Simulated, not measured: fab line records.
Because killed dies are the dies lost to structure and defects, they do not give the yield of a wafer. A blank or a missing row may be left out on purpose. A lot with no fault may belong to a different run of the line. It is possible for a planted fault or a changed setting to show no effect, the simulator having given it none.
fab line records / flow n5-finfet
record: lots: 4 wafers: 12 last-day: 18
route steps=1938 shown SD_EPI_N@274 SD_EPI_P@295 BEOL_M4@1111 PASSIVATION@1936
lots that met no fault: taken from a fault-free run of the same line
start-h: hours from the record's first day to the start of the lot's first wafer shown / wait-h: time in hours since the lot's previous step / " identical to the entry in the row above / L1.1+2: one row covering several wafers at once / - no value, or no start was given / * or withheld: withheld / < > ~ a bound
route shown NAME@n: a module of which the file shows steps, and the number in the route of the first / usual: the fault-free wafers' mean and standard deviation / same: alike in all rows / chamber/n: place in a boat / sites: each site's reading / _std_site: the standard deviation of these / _edge_site: the outer-site mean with the inner-site mean subtracted / radius-mm: how far each site lies from the wafer's centre / mask NAME#n: copy n / behind: the last tool/chamber to shape the wafer / hold: why the lot went on hold/how many hours it stayed there/how the hold came to an end / device: the n, p or np transistor that did not switch / end of line: tests of these same wafers at the route's end / step lacking rows: just its recipe / killed: count of dies lost to structure and defects at first sort (not the wafer's yield) / map: a wafer's dies, x killed, . not, _ none there
set.NAME: the run value of the setting; set.NAME@STEP: its run value at that earlier step / model.NAME: the simulator's own value behind a step, which no gauge read
certain route steps with their lots: each step a table, each wafer a row
services: from which hour (start-h, from the record's first day; less than 0 if before it) a tool's chamber was out of use, for how many hours, and why
== steps ==
step: N5_SD_EPI_N_ETCH_34
recipe: chemistry: CF4 target: SiARC target-depth-a: 455 mask-material: CAR-ArF-block time-s: 75.8 ion-energy-ev: 80 pressure-mtorr: 40 source-w: 545 bias-w: 36 Ar_flow_sccm: 100 cf4-flow-sccm: 100 ends: cleared
step: N5_SD_EPI_N_ETCH_35
recipe: chemistry: N2/H2 target: SOC overetch-a: 1080 mask-material: SiARC temp-c: 40 ion-energy-ev: 100 source-w: 3000 bias-w: 133 pressure-mtorr: 20 time-s: 486 n2-flow-sccm: 200 h2-flow-sccm: 200
step: N5_SD_EPI_N_STRIP_36
recipe: chemistry: N2/H2 temp-c: 40 n2-flow-sccm: 200 h2-flow-sccm: 200 rf-frequency-hz: 6e+07
step: N5_SD_EPI_N_ETCHBACK_44
recipe: chemistry: CH3F/O2 mode: anisotropic-etchback target: SiNx target-depth-a: 145 stop-on: SiO2 over-etch-frac: 0.3 ion-energy-ev: 120 pressure-mtorr: 30 source-w: 395 bias-w: 73 Ar_flow_sccm: 150 CH3F_flow_sccm: 30 O2_flow_sccm: 20
step: N5_SD_EPI_N_ETCH_45
recipe: chemistry: CH3F/O2 target: SiOCN target-depth-a: 60 mask-material: SOC ion-energy-ev: 60 bias-w: 29 pressure-mtorr: 15 source-w: 410 Ar_flow_sccm: 150 CH3F_flow_sccm: 30 O2_flow_sccm: 20
step: N5_SD_EPI_N_ETCH_16
recipe: chemistry: CHF3/O2 target: SiO2 target-depth-a: 50 mask-material: SOC pressure-mtorr: 30 source-w: 650 bias-w: 170 Ar_flow_sccm: 200 CHF3_flow_sccm: 50 O2_flow_sccm: 5 ion-energy-ev: 200
step: N5_SD_EPI_N_STRIP_47
recipe: chemistry: CHF3/O2 resist: SiARC rf-frequency-hz: 6e+07
step: N5_SD_EPI_N_SD_RECESS_17
recipe: chemistry: HBr/Cl2/O2 target-depth-a: 410 mask-material: SOC time-s: 23.7 bt-time-s: 3 pressure-mtorr: 10 icp-w: 800 bias-w: 112 HBr_flow_sccm: 150 Cl2_flow_sccm: 80 O2_flow_sccm: 12
step: N5_SD_EPI_N_STRIP_38
recipe: chemistry: N2/H2 power-w: 1000 temp-c: 250 h2-frac: 0.65 overash-fraction: 0.3 pressure-mtorr: withheld n2-flow-sccm: 1750 h2-flow-sccm: 3250
step: N5_SD_EPI_N_WET_ETCH_43
recipe: chemistry: dHF dilution: withheld time-s: 14 target: SiO2 target-depth-a: 15 temp-c: 25
step: N5_SD_EPI_N_STRIP_18
recipe: chemistry: SPM time-s: 750 temp-c: 130 h2so4-h2o2-vol-ratio: 4
step: N5_SD_EPI_N_SRD_20
recipe: dry: ipa-marangoni do-ppb: 5 time-s: 30 temp-c: 23 rinse-liquid: diw
step: N5_SD_EPI_N_PRECLEAN_48
recipe: chemistry: NF3:NH3 afs-cycles: 2 temp-c: 30 time-s: 20 sublimation-temp-c: 180 sublimation-time-s: 60 pressure-torr: 3 rf-power-w: 30
lot.wafer=L545.2+3+4 tool=epi-rpcvd-04 chamber=0 start-h=86.25 wait-h=0.1
lot.wafer=L547.3+4+5 tool=epi-rpcvd-04 chamber=0 start-h=101.74 wait-h=0.2
lot.wafer=L549.2+3+4 tool=epi-rpcvd-04 chamber=0 start-h=109.68 wait-h=0.1
lot.wafer=L560.2+3+5 tool=epi-rpcvd-01 chamber=0 start-h=175.02 wait-h=0.1
step: N5_SD_EPI_N_VAPOR_ETCH_50
recipe: chemistry: HCl target: Si temp-c: 775 time-s: 54 pressure-torr: 20 mode: isotropic
step: N5_SD_EPI_N_EPI_21
recipe: material: Si:P dopant: P temp-c: 680 pressure-torr: 255 time-s: 690
step: N5_SD_EPI_N_PRECLEAN_24
recipe: chemistry: O3/DIW time-s: 60 temp-c: 22 o3-ppm: 10
step: N5_SD_EPI_N_SRD_25
recipe: time-s: 30 temp-c: 23 rinse-liquid: diw dry: ipa-marangoni
step: N5_SD_EPI_N_PRECLEAN_49
recipe: chemistry: NF3:NH3 afs-cycles: 1 temp-c: 30 time-s: 20 sublimation-temp-c: 180 sublimation-time-s: 60 pressure-torr: 3 rf-power-w: 30
step: N5_SD_EPI_N_LINER_46
recipe: material: SiNx target-thk-a: 30 temp-c: 400 ald-precursor-family: SiH2I2 ald-co-reactant: N2/H2-plasma pressure-torr: 2
step: N5_SD_EPI_N_INSPECT_26
recipe: inspect-instrument: darkfield mode: post-epi
usual: raw-defect-count: 216/39
lot.wafer=L545.2 tool=defect-inspect-02 chamber=- start-h=89.85 wait-h=0.1 raw-defect-count=212
lot.wafer=L545.3 tool=defect-inspect-02 chamber=- start-h=89.85 wait-h=0.1 raw-defect-count=234
lot.wafer=L545.4 tool=defect-inspect-02 chamber=- start-h=89.85 wait-h=0.1 raw-defect-count=185
lot.wafer=L547.3 tool=defect-inspect-02 chamber=- start-h=104.44 wait-h=0.1 raw-defect-count=867
lot.wafer=L547.4 tool=defect-inspect-02 chamber=- start-h=104.44 wait-h=0.1 raw-defect-count=813
lot.wafer=L547.5 tool=defect-inspect-02 chamber=- start-h=104.44 wait-h=0.1 raw-defect-count=827
lot.wafer=L549.2 tool=defect-inspect-01 chamber=- start-h=112.49 wait-h=0.1 raw-defect-count=820
lot.wafer=L549.3 tool=defect-inspect-01 chamber=- start-h=112.49 wait-h=0.1 raw-defect-count=720
lot.wafer=L549.4 tool=defect-inspect-01 chamber=- start-h=112.49 wait-h=0.1 raw-defect-count=849
lot.wafer=L560.2 tool=defect-inspect-02 chamber=- start-h=177.78 wait-h=0.1 raw-defect-count=233
lot.wafer=L560.3 tool=defect-inspect-02 chamber=- start-h=177.78 wait-h=0.1 raw-defect-count=191
lot.wafer=L560.5 tool=defect-inspect-02 chamber=- start-h=177.78 wait-h=0.1 raw-defect-count=160
step: N5_SD_EPI_P_COAT_34
recipe: resist: SOC temp-c: 250 time-s: 60 spin-rpm: 1500 resist-thk-nm: 350
step: N5_SD_EPI_P_COAT_35
recipe: resist: SiARC temp-c: 220 time-s: 60 spin-rpm: 1500 resist-thk-nm: 35
step: N5_SD_EPI_P_COAT_03
recipe: resist: CAR-ArF-block spin-rpm: 1500 resist-thk-nm: 150
step: N5_SD_EPI_P_EBR_05
recipe: solvent: PGMEA ebr-width-mm: 1.5
step: N5_SD_EPI_P_SOFTBAKE_04
recipe: temp-c: 110 time-s: 60 resist: CAR-ArF-block
step: N5_SD_EPI_P_EXPOSE_06
recipe: mask-id: SD_P_BLK na: 1.35 source-shape: conventional sigma-outer: 0.8 polarization: unpolarized target-cd-nm: 240 dose-mj: 39.5
step: N5_SD_EPI_P_PEB_07
recipe: peb-temp-c: 110 peb-time-s: 60 resist: CAR-ArF-block
step: N5_SD_EPI_P_DEVELOP_08
recipe: develop-time-s: 30 developer: TMAH resist: CAR-ArF-block dev-temp-c: 23 rinse-liquid: diw dry: air-spin
step: N5_SD_EPI_P_INSPECT_11
recipe: mode: adi inspect-instrument: macro
usual: raw-defect-count: 2.0/1.6
lot.wafer=L545.2 tool=defect-inspect-02 chamber=- start-h=90.18 wait-h=0.0 raw-defect-count=1
lot.wafer=L545.3 tool=defect-inspect-02 chamber=- start-h=90.18 wait-h=0.0 raw-defect-count=0
lot.wafer=L545.4 tool=defect-inspect-02 chamber=- start-h=90.18 wait-h=0.0 raw-defect-count=2
lot.wafer=L547.3 tool=defect-inspect-02 chamber=- start-h=104.89 wait-h=0.0 raw-defect-count=>300
lot.wafer=L547.4 tool=defect-inspect-02 chamber=- start-h=104.89 wait-h=0.0 raw-defect-count=>300
lot.wafer=L547.5 tool=defect-inspect-02 chamber=- start-h=104.89 wait-h=0.0 raw-defect-count=>300
lot.wafer=L549.2 tool=defect-inspect-01 chamber=- start-h=112.94 wait-h=0.0 raw-defect-count=>300
lot.wafer=L549.3 tool=defect-inspect-01 chamber=- start-h=112.94 wait-h=0.0 raw-defect-count=>300
lot.wafer=L549.4 tool=defect-inspect-01 chamber=- start-h=112.94 wait-h=0.0 raw-defect-count=>300
lot.wafer=L560.2 tool=defect-inspect-02 chamber=- start-h=178.11 wait-h=0.0 raw-defect-count=0
lot.wafer=L560.3 tool=defect-inspect-02 chamber=- start-h=178.11 wait-h=0.0 raw-defect-count=2
lot.wafer=L560.5 tool=defect-inspect-02 chamber=- start-h=178.11 wait-h=0.0 raw-defect-count=1
step: N5_SD_EPI_P_DESCUM_14
recipe: chemistry: O2 time-s: 7.9 source-power-w: 50 bias-power-w: 20 pressure-mtorr: 20 rf-frequency-hz: 2.712e+07 temp-c: 40 resist: CAR-ArF-block o2-flow-sccm: 225
step: N5_SD_EPI_P_ETCH_36
recipe: chemistry: CF4 target: SiARC target-depth-a: 455 mask-material: CAR-ArF-block time-s: 75.8 ion-energy-ev: 80 pressure-mtorr: 40 source-w: 545 bias-w: 36 Ar_flow_sccm: 100 cf4-flow-sccm: 100 ends: cleared
step: N5_SD_EPI_P_ETCH_37
recipe: chemistry: N2/H2 target: SOC overetch-a: 1080 mask-material: SiARC temp-c: 40 ion-energy-ev: 100 source-w: 3000 bias-w: 133 pressure-mtorr: 20 time-s: 486 n2-flow-sccm: 200 h2-flow-sccm: 200 ends: end-point
step: N5_SD_EPI_P_STRIP_38
recipe: chemistry: N2/H2 temp-c: 40 n2-flow-sccm: 200 h2-flow-sccm: 200 rf-frequency-hz: 6e+07
step: N5_SD_EPI_P_ETCHBACK_46
recipe: chemistry: CH3F/O2 mode: anisotropic-etchback target: SiNx target-depth-a: 175 stop-on: SiO2 over-etch-frac: 0.3 ion-energy-ev: 120 pressure-mtorr: 30 source-w: 395 bias-w: 73 Ar_flow_sccm: 150 CH3F_flow_sccm: 30 O2_flow_sccm: 20
step: N5_SD_EPI_P_ETCH_47
recipe: chemistry: CH3F/O2 target: SiOCN target-depth-a: 250 mask-material: SOC ion-energy-ev: 60 bias-w: 29 pressure-mtorr: 30 source-w: 410 Ar_flow_sccm: 150 CH3F_flow_sccm: 30 O2_flow_sccm: 20
step: N5_SD_EPI_P_ETCH_16
recipe: chemistry: CHF3/O2 target: SiO2 target-depth-a: 50 mask-material: SOC pressure-mtorr: 30 source-w: 650 bias-w: 170 Ar_flow_sccm: 200 CHF3_flow_sccm: 50 O2_flow_sccm: 5 ion-energy-ev: 200
step: N5_SD_EPI_P_STRIP_50
recipe: chemistry: CHF3/O2 resist: SiARC rf-frequency-hz: 6e+07
step: N5_SD_EPI_P_SD_RECESS_17
recipe: chemistry: HBr/Cl2/O2 target-depth-a: 391 bt-time-s: 3 pressure-mtorr: 10 icp-w: 800 bias-w: 112 HBr_flow_sccm: 150 Cl2_flow_sccm: 80 O2_flow_sccm: 12
step: N5_SD_EPI_P_WET_ETCH_45
recipe: chemistry: dHF dilution: withheld time-s: 10.7 target: SiO2 target-depth-a: 20 temp-c: 25 dry: ipa-marangoni rinse-time-s: 30 rinse-temp-c: 23
step: N5_SD_EPI_P_INSPECT_26
recipe: inspect-instrument: darkfield mode: post-epi
usual: raw-defect-count: 182/35
lot.wafer=L545.2 tool=defect-inspect-02 chamber=- start-h=94.29 wait-h=0.2 raw-defect-count=164
lot.wafer=L545.3 tool=defect-inspect-02 chamber=- start-h=94.29 wait-h=0.2 raw-defect-count=220
lot.wafer=L545.4 tool=defect-inspect-02 chamber=- start-h=94.29 wait-h=0.2 raw-defect-count=135
lot.wafer=L547.3 tool=defect-inspect-02 chamber=- start-h=109.48 wait-h=0.0 raw-defect-count=757
lot.wafer=L547.4 tool=defect-inspect-02 chamber=- start-h=109.48 wait-h=0.0 raw-defect-count=791
lot.wafer=L547.5 tool=defect-inspect-02 chamber=- start-h=109.48 wait-h=0.0 raw-defect-count=761
lot.wafer=L549.2 tool=defect-inspect-02 chamber=- start-h=116.70 wait-h=0.0 raw-defect-count=787
lot.wafer=L549.3 tool=defect-inspect-02 chamber=- start-h=116.70 wait-h=0.0 raw-defect-count=720
lot.wafer=L549.4 tool=defect-inspect-02 chamber=- start-h=116.70 wait-h=0.0 raw-defect-count=788
lot.wafer=L560.2 tool=defect-inspect-02 chamber=- start-h=181.88 wait-h=0.0 raw-defect-count=155
lot.wafer=L560.3 tool=defect-inspect-02 chamber=- start-h=181.88 wait-h=0.0 raw-defect-count=172
lot.wafer=L560.5 tool=defect-inspect-02 chamber=- start-h=181.88 wait-h=0.0 raw-defect-count=122
step: N5_BEOL_M4_RC_MEAS_101
usual: DIBL_N: 36.0/1.6 DIBL_P: 35.8/2 IOFF_N: 0.152/0.03 IOFF_P: 0.20/0.031 ION_N: 670/12 ION_P: 459/7.4 SS_N: 71.5/0.56 SS_P: 73.2/0.64 VT_N: 251/3.5 VT_P: -252/3.3
lot.wafer=L545.2 tool=prober-02 chamber=0 start-h=239.00 wait-h=0.2 DIBL_N[mV/V]=36.8 DIBL_P[mV/V]=36.3 IOFF_N[nA/um]=0.168 IOFF_P[nA/um]=0.19 ION_N[uA/um]=676 ION_P[uA/um]=456 SS_N[mV/dec]=71.7 SS_P[mV/dec]=72.9 VT_N[mV]=250 VT_P[mV]=-253
lot.wafer=L545.3 tool=prober-02 chamber=0 start-h=239.00 wait-h=0.2 DIBL_N[mV/V]=37.7 DIBL_P[mV/V]=38.8 IOFF_N[nA/um]=0.193 IOFF_P[nA/um]=0.23 ION_N[uA/um]=682 ION_P[uA/um]=463 SS_N[mV/dec]=72.0 SS_P[mV/dec]=74.0 VT_N[mV]=248 VT_P[mV]=-253
lot.wafer=L545.4 tool=prober-02 chamber=0 start-h=239.00 wait-h=0.2 DIBL_N[mV/V]=36.4 DIBL_P[mV/V]=36.6 IOFF_N[nA/um]=0.169 IOFF_P[nA/um]=0.20 ION_N[uA/um]=684 ION_P[uA/um]=463 SS_N[mV/dec]=71.2 SS_P[mV/dec]=73.4 VT_N[mV]=249 VT_P[mV]=-254
lot.wafer=L547.3 tool=prober-01 chamber=0 start-h=246.25 wait-h=0.3 DIBL_N[mV/V]=37.4 DIBL_P[mV/V]=37.2 IOFF_N[nA/um]=0.158 IOFF_P[nA/um]=0.20 ION_N[uA/um]=676 ION_P[uA/um]=463 SS_N[mV/dec]=72.6 SS_P[mV/dec]=73.1 VT_N[mV]=250 VT_P[mV]=-253
lot.wafer=L547.4 tool=prober-01 chamber=0 start-h=246.25 wait-h=0.3 DIBL_N[mV/V]=35.7 DIBL_P[mV/V]=35.1 IOFF_N[nA/um]=0.136 IOFF_P[nA/um]=0.18 ION_N[uA/um]=684 ION_P[uA/um]=463 SS_N[mV/dec]=71.2 SS_P[mV/dec]=73.2 VT_N[mV]=250 VT_P[mV]=-253
lot.wafer=L547.5 tool=prober-01 chamber=0 start-h=246.25 wait-h=0.3 DIBL_N[mV/V]=34.2 DIBL_P[mV/V]=34.1 IOFF_N[nA/um]=0.114 IOFF_P[nA/um]=0.16 ION_N[uA/um]=658 ION_P[uA/um]=457 SS_N[mV/dec]=71.5 SS_P[mV/dec]=71.8 VT_N[mV]=257 VT_P[mV]=-256
lot.wafer=L549.2 tool=prober-02 chamber=0 start-h=252.90 wait-h=0.2 DIBL_N[mV/V]=34.8 DIBL_P[mV/V]=35.0 IOFF_N[nA/um]=0.124 IOFF_P[nA/um]=0.17 ION_N[uA/um]=664 ION_P[uA/um]=456 SS_N[mV/dec]=71.4 SS_P[mV/dec]=73.1 VT_N[mV]=251 VT_P[mV]=-256
lot.wafer=L549.3 tool=prober-02 chamber=0 start-h=252.90 wait-h=0.2 DIBL_N[mV/V]=34.8 DIBL_P[mV/V]=35.0 IOFF_N[nA/um]=0.128 IOFF_P[nA/um]=0.16 ION_N[uA/um]=663 ION_P[uA/um]=452 SS_N[mV/dec]=70.9 SS_P[mV/dec]=72.8 VT_N[mV]=250 VT_P[mV]=-256
lot.wafer=L549.4 tool=prober-02 chamber=0 start-h=252.90 wait-h=0.2 DIBL_N[mV/V]=35.9 DIBL_P[mV/V]=37.1 IOFF_N[nA/um]=0.146 IOFF_P[nA/um]=0.19 ION_N[uA/um]=666 ION_P[uA/um]=454 SS_N[mV/dec]=72.0 SS_P[mV/dec]=74.0 VT_N[mV]=250 VT_P[mV]=-253
lot.wafer=L560.2 tool=prober-02 chamber=0 start-h=316.10 wait-h=0.2 DIBL_N[mV/V]=34.0 DIBL_P[mV/V]=34.0 IOFF_N[nA/um]=0.109 IOFF_P[nA/um]=0.15 ION_N[uA/um]=661 ION_P[uA/um]=451 SS_N[mV/dec]=70.5 SS_P[mV/dec]=72.5 VT_N[mV]=257 VT_P[mV]=-254
lot.wafer=L560.3 tool=prober-02 chamber=0 start-h=316.10 wait-h=0.2 DIBL_N[mV/V]=36.6 DIBL_P[mV/V]=36.9 IOFF_N[nA/um]=0.150 IOFF_P[nA/um]=0.18 ION_N[uA/um]=665 ION_P[uA/um]=454 SS_N[mV/dec]=70.7 SS_P[mV/dec]=73.3 VT_N[mV]=252 VT_P[mV]=-254
lot.wafer=L560.5 tool=prober-02 chamber=0 start-h=316.10 wait-h=0.2 DIBL_N[mV/V]=33.0 DIBL_P[mV/V]=33.0 IOFF_N[nA/um]=0.098 IOFF_P[nA/um]=0.14 ION_N[uA/um]=648 ION_P[uA/um]=449 SS_N[mV/dec]=70.2 SS_P[mV/dec]=72.2 VT_N[mV]=253 VT_P[mV]=-256
step: N5_PASSIVATION_PROBE_49
usual: defect-limited-yield: 91.6/1.4 killed_at_M0_to_M3: 33/10 killed_at_M4_up: 13/5.3 killed-at-contacts: 13/5.9 killed-at-front-end: 36/12 killed-at-other: 4/3.1 killed-dies: 99/16 killed-on-rim: 13/4.2 killed-open: 65/13 killed-short: 32/7.3 sort_bin_5_function: 4.9/0.9 sort_bin_6_memory: 3.1/0.66 sort-n-pass: 1081/17 sort-yield-pct: 91.6/1.4
same: gross-dies: 1180 killed-at-back-side: 0 sort_bin_4_leakage[%]: 0 sort_bin_8_speed[%]: 0
lot.wafer=L547.3 tool=prober-01 chamber=- start-h=349.45 wait-h=0.1 defect-limited-yield[%]=83.3 killed_at_M0_to_M3=56 killed_at_M4_up=15 killed-at-contacts=11 killed-at-front-end=110 killed-at-other=5 killed-dies=197 killed-on-rim=30 killed-open=63 killed-short=46 sort_bin_5_function[%]=10.6 sort_bin_6_memory[%]=4.2 sort-n-pass=983 sort-yield-pct[%]=83.3
lot.wafer=L547.4 tool=prober-01 chamber=- start-h=349.50 wait-h=0.2 defect-limited-yield[%]=85.1 killed_at_M0_to_M3=42 killed_at_M4_up=14 killed-at-contacts=14 killed-at-front-end=104 killed-at-other=2 killed-dies=176 killed-on-rim=33 killed-open=69 killed-short=19 sort_bin_5_function[%]=9.7 sort_bin_6_memory[%]=3.2 sort-n-pass=1004 sort-yield-pct[%]=85.1
lot.wafer=L547.5 tool=prober-01 chamber=- start-h=349.55 wait-h=0.2 defect-limited-yield[%]=86.5 killed_at_M0_to_M3=27 killed_at_M4_up=20 killed-at-contacts=5 killed-at-front-end=105 killed-at-other=2 killed-dies=159 killed-on-rim=29 killed-open=54 killed-short=20 sort_bin_5_function[%]=8.8 sort_bin_6_memory[%]=2.5 sort-n-pass=1021 sort-yield-pct[%]=86.5
lot.wafer=L549.2 tool=prober-02 chamber=- start-h=353.41 wait-h=0.1 defect-limited-yield[%]=86.6 killed_at_M0_to_M3=32 killed_at_M4_up=7 killed-at-contacts=3 killed-at-front-end=113 killed-at-other=3 killed-dies=158 killed-on-rim=26 killed-open=54 killed-short=24 sort_bin_5_function[%]=7.9 sort_bin_6_memory[%]=3.2 sort-n-pass=1022 sort-yield-pct[%]=86.6
lot.wafer=L549.3 tool=prober-02 chamber=- start-h=353.46 wait-h=0.1 defect-limited-yield[%]=85.8 killed_at_M0_to_M3=33 killed_at_M4_up=10 killed-at-contacts=16 killed-at-front-end=108 killed-at-other=0 killed-dies=167 killed-on-rim=28 killed-open=50 killed-short=30 sort_bin_5_function[%]=8.2 sort_bin_6_memory[%]=3.6 sort-n-pass=1013 sort-yield-pct[%]=85.8
lot.wafer=L549.4 tool=prober-02 chamber=- start-h=353.51 wait-h=0.2 defect-limited-yield[%]=85.7 killed_at_M0_to_M3=26 killed_at_M4_up=7 killed-at-contacts=20 killed-at-front-end=113 killed-at-other=3 killed-dies=169 killed-on-rim=30 killed-open=51 killed-short=30 sort_bin_5_function[%]=8.3 sort_bin_6_memory[%]=3.2 sort-n-pass=1011 sort-yield-pct[%]=85.7
killed by level:class
L547.3 SD_EPI_N:unspecified=82 BEOL_M0_SAQP:geometric-particle:open=15 BEOL_M0_SAQP:geometric-particle:short=14 MOL_CONTACT_COAG:geometric-particle:open=10 BEOL_M4:geometric-particle:open=7 BEOL_M2:geometric-particle:open=7 BEOL_M1:geometric-particle:open=5 STARTING-WAFER:geometric-particle:open=5
L547.4 SD_EPI_N:unspecified=85 BEOL_M3:geometric-particle:open=11 MOL_CONTACT_COAG:geometric-particle:open=10 BEOL_M0_SAQP:geometric-particle:open=10 BEOL_M1:geometric-particle:open=8 STI_FIN_REVEAL:geometric-particle:open=6 BEOL_M2:geometric-particle:open=6 BEOL_M4:geometric-particle:open=6
L547.5 SD_EPI_N:unspecified=82 BEOL_M1:geometric-particle:open=10 BEOL_M4:geometric-particle:open=6 MOL_CONTACT_COAG:geometric-particle:open=5 BEOL_M2:geometric-particle:open=5 BEOL_M8:geometric-particle:open=5 STI_FIN_REVEAL:geometric-particle:open=4 DUMMY_GATE:geometric-particle:open=3
L549.2 SD_EPI_N:unspecified=79 BEOL_M0_SAQP:geometric-particle:short=9 STI_FIN_REVEAL:geometric-particle:open=8 FIN_SAQP:geometric-particle:open=7 BEOL_M1:geometric-particle:open=7 BEOL_M2:geometric-particle:open=5 STI_FIN_REVEAL:geometric-particle:short=4 DUMMY_GATE:geometric-particle:open=4
L549.3 SD_EPI_N:unspecified=85 MOL_CONTACT_COAG:geometric-particle:open=13 BEOL_M0_SAQP:geometric-particle:open=10 BEOL_M0_SAQP:geometric-particle:short=10 FIN_SAQP:geometric-particle:short=5 STI_FIN_REVEAL:geometric-particle:open=4 FIN_SAQP:geometric-particle:open=3 DUMMY_GATE:geometric-particle:open=3
L549.4 SD_EPI_N:unspecified=88 MOL_CONTACT_COAG:geometric-particle:open=15 BEOL_M0_SAQP:geometric-particle:open=9 BEOL_M0_SAQP:geometric-particle:short=6 FIN_SAQP:geometric-particle:open=5 MOL_CONTACT_COAG:geometric-particle:short=5 GATE_CUT:geometric-particle:short=4 STI_FIN_REVEAL:geometric-particle:open=3
map L547.3 (x killed, . not)
_________________........x...________________
______________.x......x....x.x.._____________
___________................x......x__________
__________.........................._________
________x.......x..x..x.x....x........_______
_______..................x..x.........x______
______.................................._____
_____......x......................x..x.xx____
____...x.....xx.x...x......x.x........xxxx___
___.......x..............x..x.x....xxxxxxxx__
___....x..........x.................xxxxxxx__
__x.....x.........................xxxxxxxxxx_
__......................x.x.........xxxxxxxx_
_x...................x......x.......xxxxxxxxx
_...x......xx.x..................xx.xxxxxxxxx
_....x..............x................xxxxxxxx
_.........x..........xx...x....x......xxxxxxx
_................x................x.xxxxx..x.
_....x....x..x....x.........x.......x.x.xxxx.
_...x......x....x..........................x.
_...x.....x.......................x..........
__.....x...x.......x........xx.......x....x._
__......x.....x.................x........x.._
___.x.x.................x.......x..x.......__
___....x...............................x..x__
____x...................x..x.x............___
_____x........x............xx.x....xx....____
______....x.x......................xx..._____
_______.......x.....x..................______
________....x................xx......._______
__________..........x..............._________
___________.....x..............x...__________
______________x....x.x.......x.._____________
_________________....x.......________________
map L549.4 (x killed, . not)
_________________....xx...x..________________
______________.............x...._____________
___________..x.x..x.....x..x.......__________
__________.............x.........x.._________
________..x....x...............x....x._______
_______................................______
______.x.......................x.......x_____
_____.....x.....x....................xxxx____
____.................x.x.............xxxxx___
___.................................xxxxxxx__
___................x...........x....xxxxxxx__
__............x..............x...xx.xxxxxxxx_
__.....................x...........xxxxxxxxx_
_..x.......x.......................xxxxxxxxxx
_.......x.....x.................xx.xxxxxxxxxx
_...................x..............xxxxxxxxxx
_................x..................xxxxxxxxx
_.......................x......x.......xxxxx.
_.................x...x...............xx.x..x
_.........x.....x..................x.......x.
_x......................................x...x
__.........................................x_
__.....x.x......x.....x.......x.....xx......_
___.....x.x.....................x....x.....__
___........x.......x.......................__
____.................x.........x......x...___
_____...................x................____
______.xx................x.............._____
_______......xx..xx..................x.______
________.x.....................x......_______
__________..x......................._________
___________.................x......__________
______________......x....xx....._____________
_________________............________________
== services ==
tool=epi-rpcvd-04 chamber=- start-h=105.07 hours=0.8 kind=repair
== key ==
first-sign: step: N5_SD_EPI_N_INSPECT_26 reading: raw-defect-count direction: up sigmas: 15 usual: 216 struck: 816
effect: step: N5_SD_EPI_P_INSPECT_11 reading: raw-defect-count direction: up sigmas: 99+ usual: 2.0 struck: >300
effect: step: N5_SD_EPI_P_INSPECT_26 reading: raw-defect-count direction: up sigmas: 17 usual: 182 struck: 767
effect: step: N5_PASSIVATION_PROBE_49 reading: killed-at-front-end direction: up sigmas: 6.2 usual: 36 struck: 109
more-kills-born-at: N5_SD_EPI_N_PRECLEAN_48@epi-rpcvd-04: 501
met-at N5_SD_EPI_N_PRECLEAN_48
struck-wafers L547.3,L547.4,L547.5,L549.2,L549.3,L549.4
onset-between 86.25 101.74
fault: kind: chamber-particle-source tool: epi-rpcvd-04 chamber: - onset-h: 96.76 steps: N5_SD_EPI_N_PRECLEAN_48 rate-per-visit-cm2: 0.90594 end-h: 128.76
